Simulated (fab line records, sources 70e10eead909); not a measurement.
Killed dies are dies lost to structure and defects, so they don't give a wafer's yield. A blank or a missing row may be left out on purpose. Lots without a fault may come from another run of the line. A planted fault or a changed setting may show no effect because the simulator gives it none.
Chamber matching | flow nand_harc | NHARC_A_BLC_ALD_23 on ald_metal-01: 4 sister chambers
The step deposits TiN, target thk 3 nm, pulse time 1 s, ald cycles 150. 16 wafers are shown with their chamber, then 8 later ones without.

WAFERS WITH THEIR CHAMBER
wafer  | chamber | heater_power_w (W) | precursor_pulse_height_rel
L075.1 | 1       | 1034               | 0.972
L075.2 | 2       | 888                | 0.979
L075.4 | 3       | 1162               | 1.027
L077.1 | 3       | 1151               | 0.990
L077.5 | 0       | 1121               | 0.971
L077.6 | 3       | 1182               | 1.029
L079.2 | 3       | 1150               | 1.014
L079.4 | 2       | 919                | 0.966
L079.6 | 2       | 895                | 1.020
L085.3 | 3       | 1200               | 1.019
L085.4 | 0       | 1095               | 1.014
L085.6 | 3       | 1187               | 0.988
L088.2 | 2       | 925                | 0.980
L088.4 | 0       | 1083               | 0.998
L088.5 | 2       | 917                | 1.001
L089.3 | 2       | 936                | 0.979

SIGNATURES (means of the wafers above)
reading                    | chamber 0 | chamber 1 | chamber 2 | chamber 3 | scatter within a chamber
heater_power_w             | 1099.67   | 1034.00   | 913.33    | 1172.00   | 19.5
precursor_pulse_height_rel | 0.99433   | 0.97200   | 0.98750   | 1.01117   | 0.0193
Rule: a wafer's distance from a chamber is the root of the sum, over the readings, of the square of ((its reading less the chamber's mean) divided by the reading's scatter). The wafer belongs to the nearest chamber; if the next one is less than 2 further off, it can't be placed. The scatter: the root of (the sum of the squares of (reading less its chamber's mean) over the shown wafers, divided by (wafers less chambers)).

WAFERS WITHOUT THEIR CHAMBER
wafer  | heater_power_w (W) | precursor_pulse_height_rel
L089.4 | 1087               | 1.008
L089.5 | 1221               | 1.032
L093.1 | 1091               | 0.989
L093.2 | 937                | 0.994
L093.4 | 1222               | 1.033
L096.4 | 1245               | 1.007
L096.5 | 1064               | 1.017
L096.6 | 983                | 0.989

WHICH CHAMBER EACH WENT THROUGH
wafer  | from the rows above     | in truth
L089.4 | 0                       | 0
L089.5 | 3                       | 3
L093.1 | 0                       | 0
L093.2 | 2                       | 2
L093.4 | 3                       | 3
L096.4 | 3                       | 3
L096.5 | can't be placed: 0 or 1 | 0
L096.6 | can't be placed: 1 or 2 | 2
Placed correctly: 6 of 8. Can't be placed from these rows: 2 (the true chamber is among the candidates in 2). Placed wrongly: 0.
